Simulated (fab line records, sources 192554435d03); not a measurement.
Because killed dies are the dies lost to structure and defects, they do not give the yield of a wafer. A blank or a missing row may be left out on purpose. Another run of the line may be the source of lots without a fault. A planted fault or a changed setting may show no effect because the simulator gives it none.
Split-lot trial	flow n5Finfet	route with 1938 steps; 7 lots, 21 wafers read

THE SPLIT ITSELF
At N5_BEOL_M1_EXPOSE_08 (exposes mask M1), the setting doseMj was moved away from the recipe's 33 on 4 of the 21 wafers read, by -7.3% to +5.0%. For the rest of the wafers, this setting stayed at what the recipe calls for.

FROM THE SPLIT TO THE READING: what the file shows between them, 21 steps
- N5_BEOL_M1_PEB_09: peb time 60 s
- N5_BEOL_M1_DEVELOP_10: develop time 30 s
- N5_BEOL_M1_CD_MEAS_11: target cd 17.05 nm
- N5_BEOL_M1_DESCUM_16: chemistry O2, time 7 s
- N5_BEOL_M1_ETCH_74: etches underlayer in N2/H2, target depth 6.5 nm, time 5.2 s
- N5_BEOL_M1_ETCH_63: etches SiARC in CF4, target depth 15.6 nm, time 26 s
- N5_BEOL_M1_ETCH_64: etches SOC in N2/H2, target depth 75 nm, overetch 15 nm, time 112.5 s
- N5_BEOL_M1_STRIP_75: strips in N2/H2
- N5_BEOL_M1_STRIP_66: strips in CF4
- N5_BEOL_M1_HM_OPEN_17: chemistry Cl2/BCl3, target TiN, target depth 20 nm, overetch 6 nm
- N5_BEOL_M1_STRIP_19: strips in O2
- N5_BEOL_M1_CD_MEAS_18: pitch 36 nm, target cd 18 nm
- N5_BEOL_M1_COAT_67: time 60 s, resist thk 60 nm
- N5_BEOL_M1_COAT_68: time 60 s, resist thk 12 nm
- N5_BEOL_M1_STRIP_83: strips in C4F6/O2
- N5_BEOL_M1_STRIP_36: strips in N2/H2
- N5_BEOL_M1_TRENCH_ETCH_37: etches SiOC in C4F6/O2, target depth 55.207 nm, time 29 s
- N5_BEOL_M1_ETCH_41: etches SiCN in CH3F/O2, target depth 31.9 nm, time 57.8 s
- N5_BEOL_M1_STRIP_97: strips in N2/H2, time 10 s
- N5_BEOL_M1_PRECLEAN_42: cleans in residue remover, time 60 s
- N5_BEOL_M1_SRD_43: time 30 s

THE READING
cdNm, in nm, at N5_BEOL_M1_CD_MEAS_35 (target cd 18 nm, target cd y 21 nm). A value of 18.0 nm with a standard deviation of 0.34 nm is what fault-free wafers of this fab line usually give.

wafer	tool, chamber at the split	doseMj as run	against the recipe	cdNm, nm	against lot-mates on the recipe
L078.2	euvScanner-02, 0	33	recipe	18.2	-
L078.4	euvScanner-02, 0	33	recipe	18.2	-
L078.5	euvScanner-02, 0	33	recipe	18.3	-
L082.3	euvScanner-01, 0	33	recipe	18.5	-
L082.4	euvScanner-01, 0	33	recipe	17.9	-
L082.5	euvScanner-01, 0	33	recipe	18.2	-
L087.2	euvScanner-02, 0	33	recipe	18.2	-
L087.3	euvScanner-02, 0	33	recipe	17.3	-
L087.6	euvScanner-02, 0	30.6	-7.3%	15.7	-2.1
L089.2	euvScanner-01, 0	33	recipe	17.5	-
L089.3	euvScanner-01, 0	31.12	-5.7%	17.0	-0.9
L089.5	euvScanner-01, 0	33	recipe	18.2	-
L088.1	euvScanner-01, 0	34.64	+5.0%	19.1	+1.4
L088.2	euvScanner-01, 0	34.64	+5.0%	19.1	+1.4
L088.3	euvScanner-01, 0	33	recipe	17.7	-
L092.1	euvScanner-01, 0	33	recipe	18.1	-
L092.2	euvScanner-01, 0	33	recipe	17.6	-
L092.5	euvScanner-01, 0	33	recipe	18.2	-
L095.1	euvScanner-02, 0	33	recipe	18.2	-
L095.4	euvScanner-02, 0	33	recipe	17.8	-
L095.6	euvScanner-02, 0	33	recipe	17.8	-

FIT RESULTS
A straight line over all 21 wafers: cdNm changes by +0.247 nm for each +1% of doseMj; r = +0.89; the points scatter about the line by 0.34 nm.
The same after taking each lot's own level away (the mean of its wafers on the recipe; 21 wafers): +0.251 nm for each +1%; r = +0.92; scatter 0.29 nm.
Per that fit: largest doseMj move, reading shift of 1.8 nm.
The span of the lots' own levels, 17.70 to 18.23 nm, comes to 1.6 times the standard deviation stated above.
So the lot-to-lot level changes the slope little: the two slopes agree.
Check: with one of the wafers moved furthest among these (-7.3%) left out of the fit, the line predicts -1.6 nm for it against its lot-mates. Against them it came out at -2.05 nm.

OTHER SPLITS ON THESE WAFERS
These wafers also went through other splits before the reading. Each is held against what the fit with the lots' levels taken away leaves over:
other split on the same wafers	wafers away from the commonest value	r with cdNm (lot level and that fit taken away)
N5_GATE_CUT_ETCH_36 cf4FlowSccm	7	-0.35
N5_MOL_CONTACT_COAG_ALD_131 aldCycles	4	+0.23
N5_BEOL_M0_ETCH_138 sourceW	9	-0.15
N5_BEOL_M0_ETCH_128 sourceW	12	+0.07
N5_BEOL_M1_HM_DEP_02 targetThkA	7	-0.14

THE WHOLE CHAIN: every reading that the file lists as answering this split, in the file's order
step	what it does	reading	change (the file's fit)	r (the file's)
N5_BEOL_M1_CD_MEAS_11	target cd 17.05 nm	cdNm	+0.245 nm for each +1% of the setting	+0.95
N5_BEOL_M1_ETCH_74	etches underlayer in N2/H2, target depth 6.5 nm, time 5.2 s	BEOL_M1.cdOffsetNm (the simulator's own value, which no gauge read)	+0.199 nm for each +1% of the setting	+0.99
N5_BEOL_M1_HM_OPEN_17	chemistry Cl2/BCl3, target TiN, target depth 20 nm, overetch 6 nm	BEOL_M1.cdOffsetNm (the simulator's own value, which no gauge read)	+0.193 nm for each +1% of the setting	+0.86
N5_BEOL_M1_CD_MEAS_18	pitch 36 nm, target cd 18 nm	cdNm	+0.218 nm for each +1% of the setting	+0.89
N5_BEOL_M1_CD_MEAS_35	target cd 18 nm, target cd y 21 nm	cdNm	+0.239 nm for each +1% of the setting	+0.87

THE FILE'S OWN FIT
cdNm changes by +0.239 nm for each +1% of doseMj, r = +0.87.
